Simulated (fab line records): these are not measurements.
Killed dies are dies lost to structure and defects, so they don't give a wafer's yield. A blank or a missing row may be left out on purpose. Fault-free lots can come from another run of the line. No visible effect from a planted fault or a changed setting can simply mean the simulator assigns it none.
Split-lot study -- flow n5-finfet -- route with 1938 steps; 7 lots, 21 wafers read

## THE SPLIT
At N5_MOL_CONTACT_COAG_ALD_131 (deposits SiO2, target thk 5 nm, pulse time 1 s, co reactant pulse time 1 s), the setting ald-cycles was moved away from the recipe's 35 on 7 of the 21 wafers read, by -14.3% to +14.3%. All remaining wafers had this setting at the recipe value.

The reading comes from the split's own step.

## THE READING
SiO2_of_MOL_CONTACT_COAG_ALD_131.thk-nm (the simulator's own value, which no gauge read), in nm, at N5_MOL_CONTACT_COAG_ALD_131 (deposits SiO2, target thk 5 nm, pulse time 1 s, co reactant pulse time 1 s). The file does not state a usual value for it.

wafer,"tool, chamber at the split",ald-cycles as run,against the recipe,"SiO2_of_MOL_CONTACT_COAG_ALD_131.thk-nm, nm",against lot-mates on the recipe
L075.2,"ald-sin-01, 1",31,-11.4%,4.4,-0.6
L075.3,"ald-sin-01, 3,0",35,recipe,5,-
L075.6,"ald-sin-01, 3,0",35,recipe,5,-
L083.1,"ald-sin-03, 3,2",30,-14.3%,4.2,-0.8
L083.4,"ald-sin-03, 3,2",30,-14.3%,4.2,-0.8
L083.5,"ald-sin-03, 3",35,recipe,5,-
L087.2,"ald-sin-02, 0",32,-8.6%,4.6,-0.4
L087.3,"ald-sin-02, 3",35,recipe,5,-
L087.6,"ald-sin-02, 3",35,recipe,5,-
L086.3,"ald-sin-02, 0,1",35,recipe,5,-
L086.5,"ald-sin-02, 0,1",35,recipe,5,-
L086.6,"ald-sin-02, 2",40,+14.3%,5.8,+0.8
L091.2,"ald-sin-03, 1,2",35,recipe,5,-
L091.3,"ald-sin-03, 1,2",35,recipe,5,-
L091.5,"ald-sin-03, 0",37,+5.7%,5.4,+0.4
L093.2,"ald-sin-02, 3,2",35,recipe,5,-
L093.5,"ald-sin-02, 3,2",35,recipe,5,-
L093.6,"ald-sin-02, 1",31,-11.4%,4.4,-0.6
L095.2,"ald-sin-03, 2,3,3",35,recipe,5,-
L095.3,"ald-sin-03, 2,3,3",35,recipe,5,-
L095.6,"ald-sin-03, 2,3,3",35,recipe,5,-
The file does not say which wafer passed through which chamber wherever a row lists several chambers: such a row stands for several wafers.

THE FIT
A straight line over all 21 wafers: SiO2_of_MOL_CONTACT_COAG_ALD_131.thk-nm changes by +0.0552 nm for each +1% of ald-cycles; r = +1.00; the points scatter about the line by 0.026 nm.
The same after taking each lot's own level away (the mean of its wafers on the recipe; 21 wafers): +0.0552 nm for each +1%; r = +1.00; scatter 0.026 nm.
The reading moves by 0.79 nm for the largest change in ald-cycles, on that fit.
The lots' own levels span 5.00 to 5.00 nm.
So the lot-to-lot level changes the slope little: the two slopes agree.
Check: with one of the wafers moved furthest among these (-14.3%) left out of the fit, the line predicts -0.773 nm for it against its lot-mates. Against them it came out at -0.8 nm.

## ADDITIONAL SPLITS CARRIED BY THESE WAFERS
Note: prior to the reading, these wafers also went through further splits. Each is held against what the fit with the lots' levels taken away leaves over:
other split on the same wafers,wafers away from the commonest value,r with SiO2_of_MOL_CONTACT_COAG_ALD_131.thk-nm (lot level and that fit taken away)
N5_GATE_CUT_COAT_27 spin-rpm,6,-0.03
N5_GATE_CUT_EXPOSE_10 dose-mj,9,+0.30
N5_MOL_CONTACT_COAG_EXPOSE_81 dose-mj,9,-0.03

## THE FILE'S OWN FIT
SiO2_of_MOL_CONTACT_COAG_ALD_131.thk-nm changes by +0.0545 nm for each +1% of ald-cycles, r = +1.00.
